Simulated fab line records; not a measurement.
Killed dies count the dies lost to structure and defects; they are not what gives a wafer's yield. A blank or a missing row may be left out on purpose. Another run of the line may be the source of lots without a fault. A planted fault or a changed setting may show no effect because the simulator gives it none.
A single fault, viewed from 2 desks + flow nand-harc + numbers are kept per desk, each desk with only its own; the story behind them comes last

TOOL OWNER'S DESK, cmp-03
The tool's own readings at NHARC_A_SGD_CUT_CMP_21 (polishes, target thk 148.19 nm): means of the sampled wafers that have a number, for each lot that ran on this tool. The brackets show how far a lot's mean lies from the usual mean; more than 4 standard deviations puts the lot out of limits, marked OUT.
Columns: A = motor-current-A at NHARC_A_SGD_CUT_CMP_21, usual 12.1 A; B = slurry-flow-ml-min at NHARC_A_SGD_CUT_CMP_21, usual 150.0; C = time-to-endpoint-s at NHARC_A_SGD_CUT_CMP_21, usual 51 s
| lot  | first seen here | A    | B     | C  |
|------|-----------------|------|-------|----|
| L635 | day 23 16:55    | 12.5 | 149.7 | 50 |
| L636 | day 24 06:09    | 12.7 | 149.7 | 49 |
| L640 | day 26 06:33    | 12.1 | 150.0 | 48 |
| L643 | day 27 07:02    | 11.7 | 149.9 | 49 |
This desk found nothing out of limits on any of the 4 lots.

THE DEFECT DESK
For each lot, the counts of the inspections along the route, averaged over the sampled wafers that have a number. The brackets show how far a lot's mean lies from the usual mean; more than 4 standard deviations puts the lot out of limits, marked OUT.
Columns: A = raw-defect-count at NHARC_A_SGD_CUT_INSPECT_25, usual 381
| lot  | first seen here | A              |
|------|-----------------|----------------|
| L624 | day 19 21:59    | 399            |
| L626 | day 20 12:02    | 338            |
| L627 | day 21 00:14    | 417            |
| L629 | day 21 23:04    | 276            |
| L630 | day 21 23:32    | 341            |
| L632 | day 23 00:56    | 391            |
| L635 | day 23 17:34    | 278            |
| L636 | day 24 06:52    | 325            |
| L640 | day 26 07:15    | 822 (+5.1) OUT |
| L641 | day 26 07:15    | 503            |
| L643 | day 27 07:44    | 750 (+4.2) OUT |
This desk's verdict: out of limits on L640, L643, starting with L640 at day 26 07:15 (raw-defect-count at NHARC_A_SGD_CUT_INSPECT_25). Within limits: L624, L626, L627, L629, L630, L632, L635, L636, L641.

ALL TOGETHER
The defect desk could have raised an alarm at day 26 07:15, on L640, L643.
Nothing out of limits was seen by the tool owner's desk.
The tool owner's desk has L640, L643 on record, within its limits.
All the named lots went through NHARC_A_SGD_CUT_CMP_21 on cmp-03.

WHAT WAS PUT IN BY THE SIMULATOR
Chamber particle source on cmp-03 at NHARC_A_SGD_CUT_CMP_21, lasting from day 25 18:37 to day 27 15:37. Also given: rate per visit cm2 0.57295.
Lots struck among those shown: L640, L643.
Hours from the fault's start to each desk's first reading out of limits: the defect desk, 13.
